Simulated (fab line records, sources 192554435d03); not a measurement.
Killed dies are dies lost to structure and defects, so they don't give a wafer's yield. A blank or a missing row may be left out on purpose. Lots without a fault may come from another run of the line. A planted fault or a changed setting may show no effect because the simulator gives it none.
fab line records | flow n5_finfet
record lots=6 wafers=18 last_day=19
route steps=1938 shown BEOL_M10@1514 PASSIVATION@1936
lots that met no fault: from a run of the same line without faults
start_h: hours from the record's first day to the start of the lot's first wafer shown | wait_h: hours since the lot's step before | " the same as in the row above | L1.1+2: a row that stands for several wafers | - no value, or no start given | * or withheld: withheld | < > ~ a bound
route shown NAME@n: a module of which the file shows steps, and the number in the route of the first | usual: mean/standard deviation of fault-free wafers | same: alike in all rows | chamber/n: place in a boat | sites: the reading at each site | _std_site: their standard deviation | _edge_site: outer sites' mean less inner sites' | radius_mm: how far each site lies from the wafer's centre | mask NAME#n: copy n | behind: the tool/chamber that last shaped the wafer | hold: why the lot was held/for how many hours/how that ended | device: the transistor (n, p or np) that didn't switch | end of line: the same wafers' tests at the end of the route | a step without rows: its recipe alone | killed: dies lost to structure and defects at the first sort, not the wafer's yield | map: a wafer's dies, x killed, . not, _ none there
set.NAME: the setting as run; set.NAME@STEP: as run at that earlier step | model.NAME: the simulator's own value behind a step, which no gauge read
lots at some steps of the route; a table a step, a row a wafer
services: from which hour (start_h, from the record's first day; less than 0 if before it) a tool's chamber was out of use, for how many hours, and why
## steps
# step N5_BEOL_M10_STRIP_77
# recipe chemistry=N2/H2 time_s=10 power_w=450 temp_c=40 pressure_mtorr=20 rf_frequency_hz=6e+07 bias_power_w=7 n2_flow_sccm=200 h2_flow_sccm=200
# usual drypump_motor_current_A=5.7/0.39 oes_product_au=0.83/0.078 rf_vpp_V=59.3/0.85 showerhead_plenum_p_Torr=2.58/0.064 throttle_valve_pct=23.33/0.29
# columns lot.wafer tool chamber start_h wait_h drypump_motor_current_A oes_product_au rf_hours_counter_h rf_vpp_V showerhead_plenum_p_Torr throttle_valve_pct
L112.1 rie_diel-04 3 - - 5.5 0.88 32 59.8 2.57 22.98
L112.3 " 1 " " 6.2 0.71 220 61.2 2.61 23.84
L112.5 " 3 " " 5.5 0.88 - 59.5 2.57 23.00
L114.1 rie_diel-04 2 - - 5.9 0.71 225 60.6 2.49 23.81
L114.2 " 0 " " 6.1 0.90 49 59.9 2.58 23.28
L114.6 " 3 " " 5.5 0.87 - 59.7 2.57 22.99
L127.1 rie_diel-04 3 - - 5.5 0.82 71 59.5 2.55 23.04
L127.4 " 0 " " 6.1 0.85 - 58.9 2.56 23.33
L127.6 " 2 " " 6.0 0.99 - 58.4 2.48 23.49
L128.1 rie_diel-06 1 - - 5.5 0.77 142 58.8 2.53 23.66
L128.2 " 0 " " 5.2 0.85 69 59.6 2.55 22.71
L128.3 " 3 " " 4.9 0.91 17 59.7 2.70 23.09
L132.3 rie_diel-06 1 - - 5.5 0.76 146 60.2 2.53 23.66
L132.4 " 2 " " 5.6 0.84 61 59.3 2.58 23.41
L132.5 " 3 " " 4.9 0.90 - 60.0 2.70 23.12
L133.1 rie_diel-04 0 - - 6.1 0.84 97 59.8 2.56 23.34
L133.4 " 2 " " 6.0 0.92 13 58.9 2.48 23.51
L133.5 " 1 " " 6.2 0.96 - 58.3 2.60 23.67
# step N5_BEOL_M10_OCD_MEAS_38
# usual trench_depth_nm=149.1/2.4
# columns lot.wafer tool chamber start_h wait_h trench_depth_nm
L112.1 ocd-02 - 243.88 - 152.4
L112.3 " - " " 148.6
L112.5 " - " " 152.5
L114.1 ocd-01 - 248.65 - 148.2
L114.2 " - " " 151.9
L114.6 " - " " 152.2
L127.1 ocd-01 - 359.79 - 150.0
L127.4 " - " " 150.9
L127.6 " - " " 149.4
L128.1 ocd-02 - 367.69 - 146.1
L128.2 " - " " 148.1
L128.3 " - " " 147.6
L132.3 ocd-01 - 378.09 - 147.4
L132.4 " - " " 148.0
L132.5 " - " " 150.8
L133.1 ocd-02 - 389.04 - 148.4
L133.4 " - " " 149.4
L133.5 " - " " 149.9
# step N5_BEOL_M10_HM_STRIP_39
# recipe chemistry=peroxide_tin_strip material=TiN target_depth_a=250 temp_c=50 time_s=158
# step N5_BEOL_M10_SRD_40
# recipe time_s=30 temp_c=23 rinse_liquid=diw dry=ipa_marangoni
# step N5_BEOL_M10_PRECLEAN_42
# recipe chemistry=residue_remover time_s=60 temp_c=40
# step N5_BEOL_M10_SRD_43
# recipe time_s=30 temp_c=23 rinse_liquid=diw dry=ipa_marangoni
# step N5_BEOL_M10_CD_MEAS_35
# recipe target_cd_nm=70 polarity=opening
# usual cd_nm=70.0/0.57
# columns lot.wafer tool chamber start_h wait_h cd_nm
L112.1 cd_sem-03 - 244.03 0.0 70.4
L112.3 " - " " 71.1
L112.5 " - " " 69.7
L114.1 cd_sem-02 - 248.81 0.0 69.9
L114.2 " - " " 70.4
L114.6 " - " " 70.1
L127.1 cd_sem-01 - 360.04 0.0 70.4
L127.4 " - " " 70.6
L127.6 " - " " 70.9
L128.1 cd_sem-02 - 367.84 0.0 69.9
L128.2 " - " " 70.7
L128.3 " - " " 69.0
L132.3 cd_sem-01 - 378.24 0.0 70.3
L132.4 " - " " 69.3
L132.5 " - " " 70.4
L133.1 cd_sem-02 - 389.19 0.0 69.6
L133.4 " - " " 69.1
L133.5 " - " " 70.3
# step N5_BEOL_M10_CURE_72
# recipe temp_c=370 time_s=120 ambient=DMADMS/He material=SiCOH_lowk
# usual lamp_power_pct=52.30/0.053 wafer_temp_C_max=371.9/0.55
# columns lot.wafer tool chamber start_h wait_h lamp_power_pct wafer_temp_C_max
L112.1 uv_cure-03 0 244.18 0.1 52.37 370.9
L112.3 " 0 " " 52.38 370.8
L112.5 " 0 " " 52.18 371.7
L114.1 uv_cure-03 1 248.85 0.0 52.28 371.9
L114.2 " 1 " " 52.34 371.9
L114.6 " 1 " " 52.34 372.3
L127.1 uv_cure-03 0 360.39 0.4 52.30 372.0
L127.4 " 0 " " 52.29 371.9
L127.6 " 0 " " 52.27 371.3
L128.1 uv_cure-02 1 367.99 0.1 52.34 371.9
L128.2 " 1 " " 52.32 371.9
L128.3 " 1 " " 52.35 372.6
L132.3 uv_cure-02 0 378.38 0.1 52.40 372.2
L132.4 " 0 " " 52.33 371.6
L132.5 " 0 " " 52.20 372.7
L133.1 uv_cure-02 1 389.24 0.0 52.31 372.8
L133.4 " 1 " " 52.30 371.4
L133.5 " 1 " " 52.26 371.2
# step N5_BEOL_M10_DEGAS_44
# recipe ambient=vacuum temp_c=250 time_s=60
# step N5_BEOL_M10_PRE_CLEAN_45
# recipe gas=H2/He time_s=30 temp_c=250
# usual heater_power_w=336/32
# columns lot.wafer tool chamber start_h wait_h heater_power_w
L112.1 pvd_sputter-02 - 244.64 0.0 324
L112.3 " - " " 365
L112.5 " - " " 384
L114.1 pvd_sputter-03 - 249.41 0.0 324
L114.2 " - " " 298
L114.6 " - " " 322
L127.1 pvd_sputter-03 - 361.21 0.0 299
L127.4 " - " " 391
L127.6 " - " " 327
L128.1 pvd_sputter-01 - 368.41 0.0 328
L128.2 " - " " 354
L128.3 " - " " 324
L132.3 pvd_sputter-01 - 379.05 0.0 286
L132.4 " - " " 351
L132.5 " - " " 345
L133.1 pvd_sputter-03 - 389.68 0.0 317
L133.4 " - " " 407
L133.5 " - " " 294
# step N5_BEOL_M10_ALD_74
# recipe material=TaN target_thk_a=20 temp_c=275 ald_precursor_family=PDMAT ald_co_reactant=NH3 pressure_torr=3 carrier_flow_sccm=1500 pulse_time_s=2 purge_time_s=3 co_reactant_purge_time_s=2 co_reactant_pulse_time_s=3 ald_cycles=40 precursor_vessel_temp_c=75 precursor_vessel_pressure_torr=26.25 precursor_vessel_carrier_sccm=1000
# usual heater_power_w=407/48
# same co_reactant_pulse_time_s=3
# columns lot.wafer tool chamber start_h wait_h heater_power_w
L112.1 ald_metal-01 3 244.75 0.1 426
L112.3 " 0 " " 356
L112.5 " 2 " " 428
L114.1 ald_metal-02 0 249.49 0.1 435
L114.2 " 1 " " 385
L114.6 " 1 " " 381
L127.1 ald_metal-03 1 361.32 0.1 409
L127.4 " 2 " " 488
L127.6 " 0 " " 357
L128.1 ald_metal-01 2 368.50 0.1 428
L128.2 " 1 " " 363
L128.3 " 3 " " 429
L132.3 ald_metal-01 2 379.12 0.0 431
L132.4 " 0 " " 353
L132.5 " 2 " " 443
L133.1 ald_metal-01 1 389.74 0.0 359
L133.4 " 0 " " 363
L133.5 " 2 " " 441
# step N5_BEOL_M10_SURFACE_TREAT_76
# recipe gas=Ar time_s=* ion_energy_ev=* ion_current_ma_cm2=0.5 pressure_mtorr=* ar_flow_sccm=30
# step N5_BEOL_M10_CVD_75
# recipe material=Co target_thk_a=20 temp_c=withheld precursor=CCTBA/H2 pressure_torr=30 time_s=138.9
# usual run_length_s=161.8/0.57
# columns lot.wafer tool chamber start_h wait_h run_length_s
L112.1 cvd_co-01 1 245.12 0.0 162.4
L112.3 " 2 " " 161.9
L112.5 " 1 " " 162.9
L114.1 cvd_co-02 1 249.93 0.0 161.3
L114.2 " 0 " " 161.5
L114.6 " 2 " " 161.8
L127.1 cvd_co-01 1 361.88 0.0 162.5
L127.4 " 1 " " 115.5
L127.6 " 0 " " 161.5
L128.1 cvd_co-01 0 369.24 0.3 161.1
L128.2 " 2 " " 114.8
L128.3 " 1 " " 115.8
L132.3 cvd_co-02 0 379.72 0.3 162.3
L132.4 " 2 " " 161.9
L132.5 " 0 " " 161.7
L133.1 cvd_co-02 0 390.15 0.0 161.9
L133.4 " 0 " " 162.1
L133.5 " 2 " " 162.0
# step N5_BEOL_M10_SPUTTER_48
# recipe material=Cu target_thk_a=120 temp_c=-20 bias_v=60 power_w=26000 chamber_pressure_pa=0.13 time_s=2
# usual cathode_dc_power_W=25999/4.7 throttle_valve_pct=29.7/0.72
# columns lot.wafer tool chamber start_h wait_h cathode_dc_power_W throttle_valve_pct
L112.1 pvd_sputter-01 - 245.29 0.1 25998 28.3
L112.3 " - " " 25996 29.8
L112.5 " - " " 25999 29.9
L114.1 pvd_sputter-02 - 251.28 1.3 25998 30.1
L114.2 " - " " 26008 29.1
L114.6 " - " " 26001 29.8
L127.1 pvd_sputter-03 - 362.07 0.1 25997 30.6
L127.4 " - " " 26004 29.4
L127.6 " - " " 26007 29.1
L128.1 pvd_sputter-02 - 369.44 0.2 25998 30.1
L128.2 " - " " 26006 28.7
L128.3 " - " " 26001 30.2
L132.3 pvd_sputter-02 - 381.58 1.8 25994 29.8
L132.4 " - " " 26003 30.3
L132.5 " - " " 26000 29.8
L133.1 pvd_sputter-02 - 390.30 0.1 26006 30.1
L133.4 " - " " 25992 30.3
L133.5 " - " " 25992 29.0
# step N5_PASSIVATION_PROBE_49
# usual defect_limited_yield=91.3/1.4 killed_at_M0_to_M3=34/10 killed_at_M4_up=14/5.5 killed_at_contacts=12/6 killed_at_front_end=40/10 killed_at_other=3.0/2.4 killed_dies=103/17 killed_on_rim=13/4.3 killed_open=68/13 killed_short=34/7.8 sort_bin_5_function=5.1/0.97 sort_bin_6_memory=3.3/0.66 sort_n_pass=1077/17 sort_yield_pct=91.2/1.4
# same gross_dies=1180 killed_at_back_side=0 sort_bin_4_leakage[%]=0 sort_bin_8_speed[%]=0
# columns lot.wafer tool chamber start_h wait_h defect_limited_yield[%] killed_at_M0_to_M3 killed_at_M4_up killed_at_contacts killed_at_front_end killed_at_other killed_dies killed_on_rim killed_open killed_short sort_bin_5_function[%] sort_bin_6_memory[%] sort_n_pass sort_yield_pct[%]
L114.1 prober-01 - 298.05 0.0 88.8 70 15 10 37 0 132 13 86 44 7.1 3.8 1048 88.8
L114.2 prober-01 - 298.10 0.1 90.7 36 13 5 56 0 110 11 66 42 5.6 3.7 1070 90.7
L114.6 prober-01 - 298.30 0.3 91.4 41 9 6 45 0 101 10 59 40 5.3 2.8 1079 91.4
L127.1 prober-01 - 416.60 0.0 90.4 51 20 6 35 1 113 11 80 33 5.9 3.5 1067 90.4
L127.4 prober-01 - 416.75 0.2 91.4 41 5 8 43 4 101 18 52 48 4.9 3.3 1079 91.4
L127.6 prober-01 - 416.85 0.3 91.4 33 13 8 47 1 102 14 67 30 5.1 3.0 1078 91.4
L128.1 prober-01 - 423.29 0.0 91.3 29 17 22 34 1 103 10 75 27 5.2 3.3 1077 91.3
L128.2 prober-01 - 423.34 0.1 89.0 45 15 22 47 1 130 15 87 43 6.0 4.8 1050 89.0
L128.3 prober-01 - 423.39 0.1 90.2 40 21 13 40 2 116 24 76 39 5.9 3.4 1064 90.2
L133.1 prober-01 - 450.28 0.0 91.6 32 12 11 38 6 99 8 62 32 4.3 3.8 1081 91.6
L133.4 prober-01 - 450.43 0.2 93.0 20 16 5 33 9 83 9 52 30 3.8 3.1 1097 93.0
L133.5 prober-01 - 450.48 0.2 91.8 32 10 20 30 5 97 15 69 26 5.2 2.9 1083 91.8
# killed by level:class
L114.1 BEOL_M0_SAQP:geometric_particle:short=18 BEOL_M1:geometric_particle:open=15 DUMMY_GATE:geometric_particle:open=11 BEOL_M3:geometric_particle:open=11 FIN_SAQP:geometric_particle:short=9 BEOL_M0_SAQP:geometric_particle:open=9 BEOL_M2:geometric_particle:open=9 MOL_CONTACT_COAG:geometric_particle:open=7
L114.2 FIN_SAQP:geometric_particle:short=12 DUMMY_GATE:geometric_particle:open=10 BEOL_M0_SAQP:geometric_particle:open=10 FIN_SAQP:geometric_particle:open=7 BEOL_M1:geometric_particle:open=6 BEOL_M0_SAQP:geometric_particle:short=6 MOL_CONTACT_COAG:geometric_particle:open=5 BEOL_M4:geometric_particle:open=5
L114.6 BEOL_M0_SAQP:geometric_particle:short=16 DUMMY_GATE:geometric_particle:open=10 FIN_SAQP:geometric_particle:open=9 BEOL_M0_SAQP:geometric_particle:open=8 FIN_SAQP:geometric_particle:short=6 BEOL_M4:geometric_particle:open=5 STI_FIN_REVEAL:geometric_particle:open=5 MOL_CONTACT_COAG:geometric_particle:open=5
L127.1 BEOL_M3:geometric_particle:open=13 BEOL_M0_SAQP:geometric_particle:short=11 BEOL_M0_SAQP:geometric_particle:open=9 BEOL_M1:geometric_particle:open=9 BEOL_M4:geometric_particle:open=9 FIN_SAQP:geometric_particle:short=7 MOL_CONTACT_COAG:geometric_particle:open=6 STI_FIN_REVEAL:geometric_particle:open=5
L127.4 FIN_SAQP:geometric_particle:short=14 BEOL_M3:geometric_particle:open=11 BEOL_M0_SAQP:geometric_particle:short=9 MOL_CONTACT_COAG:geometric_particle:open=7 BEOL_M0_SAQP:geometric_particle:open=6 DUMMY_GATE:geometric_particle:open=5 GATE_CUT:geometric_particle:short=5 FIN_SAQP:geometric_particle:open=4
L127.6 STI_FIN_REVEAL:geometric_particle:open=12 BEOL_M3:geometric_particle:open=11 BEOL_M4:geometric_particle:open=9 FIN_SAQP:geometric_particle:short=8 FIN_SAQP:geometric_particle:open=8 MOL_CONTACT_COAG:geometric_particle:open=7 BEOL_M0_SAQP:geometric_particle:short=5 BEOL_M1:geometric_particle:open=5
L128.1 MOL_CONTACT_COAG:geometric_particle:open=20 BEOL_M2:geometric_particle:open=9 BEOL_M4:geometric_particle:open=9 BEOL_M0_SAQP:geometric_particle:open=6 GATE_CUT:geometric_particle:open=6 BEOL_M0_SAQP:geometric_particle:short=6 FIN_SAQP:geometric_particle:short=5 FIN_SAQP:geometric_particle:open=5
L128.2 MOL_CONTACT_COAG:geometric_particle:open=20 FIN_SAQP:geometric_particle:open=15 FIN_SAQP:geometric_particle:short=10 BEOL_M0_SAQP:geometric_particle:open=10 BEOL_M0_SAQP:geometric_particle:short=7 BEOL_M1:geometric_particle:open=6 BEOL_M3:geometric_particle:open=6 GATE_CUT:geometric_particle:short=5
L128.3 BEOL_M2:geometric_particle:open=12 BEOL_M4:geometric_particle:open=11 FIN_SAQP:geometric_particle:open=10 MOL_CONTACT_COAG:geometric_particle:open=10 FIN_SAQP:geometric_particle:short=9 BEOL_M0_SAQP:geometric_particle:short=9 BEOL_M0_SAQP:geometric_particle:open=8 STI_FIN_REVEAL:geometric_particle:open=5
L133.1 MOL_CONTACT_COAG:geometric_particle:open=10 BEOL_M0_SAQP:geometric_particle:open=9 FIN_SAQP:geometric_particle:short=8 STI_FIN_REVEAL:geometric_particle:open=6 FIN_SAQP:geometric_particle:open=5 DUMMY_GATE:geometric_particle:open=5 BEOL_M0_SAQP:geometric_particle:short=5 BEOL_M3:geometric_particle:short=4
L133.4 FIN_SAQP:geometric_particle:short=9 FIN_SAQP:geometric_particle:open=6 BEOL_M5:geometric_particle:open=6 BEOL_M2:geometric_particle:open=5 BEOL_M4:geometric_particle:open=5 DUMMY_GATE:geometric_particle:short=4 MOL_CONTACT_COAG:geometric_particle:open=4 BEOL_M0_SAQP:geometric_particle:open=4
L133.5 MOL_CONTACT_COAG:geometric_particle:open=15 BEOL_M3:geometric_particle:open=10 FIN_SAQP:geometric_particle:short=7 BEOL_M0_SAQP:geometric_particle:open=7 BEOL_M2:geometric_particle:open=6 FIN_SAQP:geometric_particle:open=5 ILD0:geometric_particle:open=5 MOL_CONTACT_COAG:geometric_particle:short=5
## services
# columns tool chamber start_h hours kind
ald_metal-02 3 226.62 7.0 repair
uv_cure-02 - 250.78 4.0 repair
cvd_co-02 - 251.00 6.0 pm
cvd_co-02 - 264.18 0.8 repair
ald_metal-03 - 268.29 2.8 pm
uv_cure-03 - 272.43 7.5 pm
uv_cure-03 - 298.18 7.1 repair
cvd_co-02 - 303.15 0.8 repair
uv_cure-03 - 305.55 2.8 pm
cvd_co-01 2 307.37 4.8 repair
ald_metal-03 2 325.45 3.6 repair
cvd_co-01 - 336.47 6.0 pm
ald_metal-02 - 337.43 14.0 pm
rie_diel-04 1 338.83 3.5 repair
uv_cure-02 - 344.70 7.5 pm
pvd_sputter-01 - 344.74 1.6 repair
cvd_co-01 - 345.27 0.5 repair
pvd_sputter-02 - 351.20 11.7 repair
rie_diel-06 1 354.22 10.2 repair
uv_cure-02 - 355.44 7.5 pm
uv_cure-02 - 362.99 5.0 pm
uv_cure-03 - 372.66 0.3 repair
uv_cure-02 - 374.17 2.2 repair
pvd_sputter-03 - 378.22 3.7 repair
## key
first_sign step=N5_BEOL_M10_CVD_75 reading=run_length_s direction=down sigmas=81 usual=* struck=*
effect none on later readings
met_at N5_BEOL_M10_CVD_75
struck_wafers L127.4,L128.2,L128.3
onset_between 245.12 361.88
fault kind=process_parameter_drift tool=cvd_co-01 chamber=- onset_h=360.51 steps=N5_BEOL_M10_CVD_75 channel=time_s offset=* shape=step end_h=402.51 scope=struck_wafers_only acts_in=* stated=*
